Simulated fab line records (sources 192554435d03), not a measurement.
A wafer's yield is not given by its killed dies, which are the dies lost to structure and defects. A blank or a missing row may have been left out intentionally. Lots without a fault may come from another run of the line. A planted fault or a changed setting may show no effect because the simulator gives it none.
Comparing a struck lot with a sound one + flow n5_finfet + 28 steps out of a route of 1938
Sound: wafers L385.1, L385.3, L385.4. Wafers struck: L376.2, L376.3, L376.4. Last of all comes the cause.
Each step with rows lists, per side, the tool, then ch with its chambers, then its first start. Under that, the readings that differ: sound wafers + struck wafers + difference of the means + sigmas: that difference in standard deviations of wafers without a fault.
alike: a reading whose means differ by less than 2 such deviations, as well as words and numbers matching on both sides. not compared: withheld readings; readings where some wafer has no value; bounds like >300 that might hide an equal value; numbers whose values overlap and for which the record gives no deviation.
The two part at a step that has a row with sigmas, a row that says differs or no value, or rows on one side only. Numbers that have no deviation but don't overlap get no sigmas and don't part them. Lack of a reading on every wafer of one side parts them only where that side has two or more wafers.

first, 9 steps without rows for these wafers: N5_BEOL_M4_COAT_05 (resist thk 30 nm); N5_BEOL_M4_EBR_07; N5_BEOL_M4_SOFTBAKE_06 (time 60 s); N5_BEOL_M4_EXPOSE_08 (exposes mask M4); N5_BEOL_M4_PEB_09 (peb time 60 s); N5_BEOL_M4_DEVELOP_10 (develop time 30 s); N5_BEOL_M4_DESCUM_16 (chemistry O2, time 7 s); N5_BEOL_M4_ETCH_74 (etches underlayer in N2/H2, target depth 6.5 nm, time 5.2 s); N5_BEOL_M4_ETCH_63 (etches SiARC in CF4, target depth 15.6 nm, time 26 s).
N5_BEOL_M4_ETCH_64: etches SOC in N2/H2, target depth 75 nm, overetch 22.5 nm, time 121.9 s.
  sound on rie_diel-04 ch 1,2,3, day 14 01:13; struck on rie_diel-01 ch 0,1, day 12 02:22
  alike: drypump_motor_current_A, oes_product_au, rf_vpp_V, showerhead_plenum_p_Torr, temp_c, throttle_valve_pct
  not compared: rf_hours_counter_h
then, 14 steps without rows for these wafers: N5_BEOL_M4_STRIP_65 (strips in N2/H2); N5_BEOL_M4_STRIP_75 (strips in N2/H2); N5_BEOL_M4_STRIP_66 (strips in CF4); N5_BEOL_M4_HM_OPEN_17 (chemistry Cl2/BCl3, target TiN, target depth 20 nm, overetch 6 nm); N5_BEOL_M4_STRIP_19 (strips in O2); N5_BEOL_M4_COAT_67 (time 60 s, resist thk 60 nm); N5_BEOL_M4_COAT_68 (time 60 s, resist thk 12 nm); N5_BEOL_M4_COAT_76 (time 60 s, resist thk 5 nm); N5_BEOL_M4_COAT_22 (resist thk 30 nm); N5_BEOL_M4_EBR_24; N5_BEOL_M4_SOFTBAKE_23 (time 60 s); N5_BEOL_M4_EXPOSE_25 (exposes mask V3, defocus 5 nm); N5_BEOL_M4_PEB_26 (peb time 60 s); N5_BEOL_M4_DEVELOP_27 (develop time 30 s).
N5_BEOL_M4_INSPECT_30: inspects for defects (brightfield).
  sound on defect_inspect-01 at day 14 02:11; struck on defect_inspect-01 at day 12 03:22
| reading          | sound       | struck         | difference | sigmas |
|------------------|-------------|----------------|------------|--------|
| raw_defect_count | 344 367 369 | 1582 1531 1633 | +1222      | +12    |
then, 1 step without rows for these wafers: N5_BEOL_M4_DESCUM_33 (chemistry O2, time 7 s).
N5_BEOL_M4_RC_MEAS_101:
  sound on prober-01 ch 0, day 15 08:10; struck on prober-02 ch 0, day 13 19:52
  alike: DIBL_N, DIBL_P, IOFF_N, IOFF_P, ION_N, ION_P, SS_N, SS_P, VT_N, VT_P
-- a jump in the record: the struck wafers' starts before and after are 4 days apart (it breaks off in module BEOL_M4 and resumes in module PASSIVATION, where the first step shown is number 1936 of the route) --
N5_PASSIVATION_PROBE_49:
  sound on prober-01 at day 19 19:29; struck on prober-01 at day 18 06:53
| reading                  | sound          | struck         | difference | sigmas |
|--------------------------|----------------|----------------|------------|--------|
| defect_limited_yield (%) | 93.6 91.9 93.2 | 82.7 85.6 85.9 | -8.2       | -6     |
| killed_at_M4_up          | 14 13 13       | 118 89 101     | +89        | +15    |
| killed_dies              | 75 95 80       | 204 170 166    | +97        | +6     |
| killed_on_rim            | 8 10 10        | 31 28 31       | +21        | +5     |
| sort_bin_5_function (%)  | 3.5 4.4 4.4    | 10.3 8.9 8.7   | +5.2       | +5     |
| sort_n_pass              | 1105 1085 1100 | 975 1010 1014  | -97        | -6     |
| sort_yield_pct (%)       | 93.6 91.9 93.2 | 82.6 85.6 85.9 | -8.2       | -6     |
  alike: killed_at_M0_to_M3, killed_at_contacts, killed_at_front_end, killed_at_other, killed_open, killed_short, sort_bin_6_memory, sort_bin_8_speed

WHERE THEY PART
Last at N5_PASSIVATION_PROBE_49 as far as this record goes, first at N5_BEOL_M4_INSPECT_30.

WHY: what the simulator had put in
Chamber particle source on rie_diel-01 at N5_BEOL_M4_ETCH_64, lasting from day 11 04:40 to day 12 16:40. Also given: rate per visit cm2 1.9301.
